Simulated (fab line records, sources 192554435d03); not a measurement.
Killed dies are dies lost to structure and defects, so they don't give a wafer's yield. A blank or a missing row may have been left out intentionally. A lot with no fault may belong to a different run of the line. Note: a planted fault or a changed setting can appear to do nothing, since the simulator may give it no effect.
A struck lot beside a sound one    flow n5Finfet    16 out of 1938 route steps
Sound: wafers L219.1, L219.4, L219.5. Struck: wafer L229.6; the same lot's L229.4 was not struck, so it is left out; see the end for the cause.
At each step with rows: each side's tool, then ch and its chambers, then its first start. Under that, the readings that differ: sound wafers    struck wafers    difference of the means    sigmas: that difference in standard deviations of wafers without a fault.
alike: words and numbers the same on both sides, and readings whose means are apart by under 2 such deviations; not compared: readings that were withheld, readings missing a value for some wafer, numbers with overlapping values and no deviation given by the record, and bounds like >300 which may hide the same value.
The two part at a step that has a row with sigmas, a row that says differs or no value, or rows on one side only. Numbers that have no deviation but don't overlap get no sigmas and don't part them. Lack of a reading on every wafer of one side parts them only where that side has two or more wafers.

first, 4 steps without rows for these wafers: N5_BEOL_M5_ALD_86 (deposits TaN, pulse time 2 s, purge time 3 s, co reactant purge time 2 s); N5_BEOL_M5_SURFACE_TREAT_87; N5_BEOL_M5_CVD_47 (deposits Co from CCTBA/H2, target thk 3 nm, time 216 s); N5_BEOL_M5_SPUTTER_48 (material Cu, target thk 15 nm, time 27.62 s).
N5_BEOL_M5_ANNEAL_49: time 1800 s.
  sound on pvdSputter-03, day 9 15:40; struck on pvdSputter-01, day 12 17:25
  alike: heaterPowerW, susceptorTempC
N5_BEOL_M5_SPUTTER_81: material Cu, target thk 15 nm, time 27.62 s.
  sound on pvdSputter-03, day 9 16:40; struck on pvdSputter-01, day 12 18:25
  alike: chuckGasFlowSccm, susceptorTempC, throttleValvePct
then, 2 steps without rows for these wafers: N5_BEOL_M5_ANNEAL_82 (time 1800 s); N5_BEOL_M5_SPUTTER_83 (material Cu, target thk 15 nm, time 27.62 s).
N5_BEOL_M5_ANNEAL_84: time 1800 s.
  sound on pvdSputter-03, day 9 17:50; struck on pvdSputter-01, day 12 19:35
  alike: heaterPowerW, susceptorTempC
then, 1 step without rows for these wafers: N5_BEOL_M5_SPUTTER_88 (material Cu, target thk 15 nm, time 27.62 s).
N5_BEOL_M5_ANNEAL_89: time 1800 s.
  sound on pvdSputter-03, day 9 18:55; struck on pvdSputter-01, day 12 20:40
  alike: heaterPowerW, susceptorTempC
then, 1 step without rows for these wafers: N5_BEOL_M5_SPUTTER_90 (material Cu, target thk 4.5 nm, time 8.29 s).
N5_BEOL_M5_ECD_50: material Cu, target thk 300 nm.
  sound on ecdCu-01 ch 0,1, day 9 20:02; struck on ecdCu-02 ch 0, day 12 21:49
reading                                sound              struck  difference  sigmas
model.Cu_of_BEOL_M5_ECD_50.thkNm (nm)  292.8 299.6 293.4  143.2   -152.1      
N5_BEOL_M5_ANNEAL_51: time 90 s.
  sound on rtpAnneal-01 ch 0, day 9 20:08; struck on rtpAnneal-02 ch 0, day 12 22:01
  alike: wafer_temp_C_max
N5_BEOL_M5_CMP_52: polishes, stops on SiCOH lowk, t overpolish 6.9 s, target thk 62 nm.
  sound on cmp-04 ch 0,2, day 9 20:26; struck on cmp-04 ch 1, day 12 22:13
reading              sound     struck  difference  sigmas
timeToEndpointS (s)  64 69 68  36      -31         -6
  alike: motorCurrentA, platenRpm, slurryFilterDpKPa
N5_BEOL_M5_THK_MEAS_53: measures by xrf.
  sound on filmMetro-02, day 9 20:44; struck on filmMetro-01, day 12 22:29
reading      sound           struck  difference  sigmas
M5_THK (nm)  66.2 67.3 68.7  61.9    -5.5        -2

WHERE THEY PART
Last at N5_BEOL_M5_THK_MEAS_53 as far as this record goes, first at N5_BEOL_M5_CMP_52.

WHY: what the simulator had put in
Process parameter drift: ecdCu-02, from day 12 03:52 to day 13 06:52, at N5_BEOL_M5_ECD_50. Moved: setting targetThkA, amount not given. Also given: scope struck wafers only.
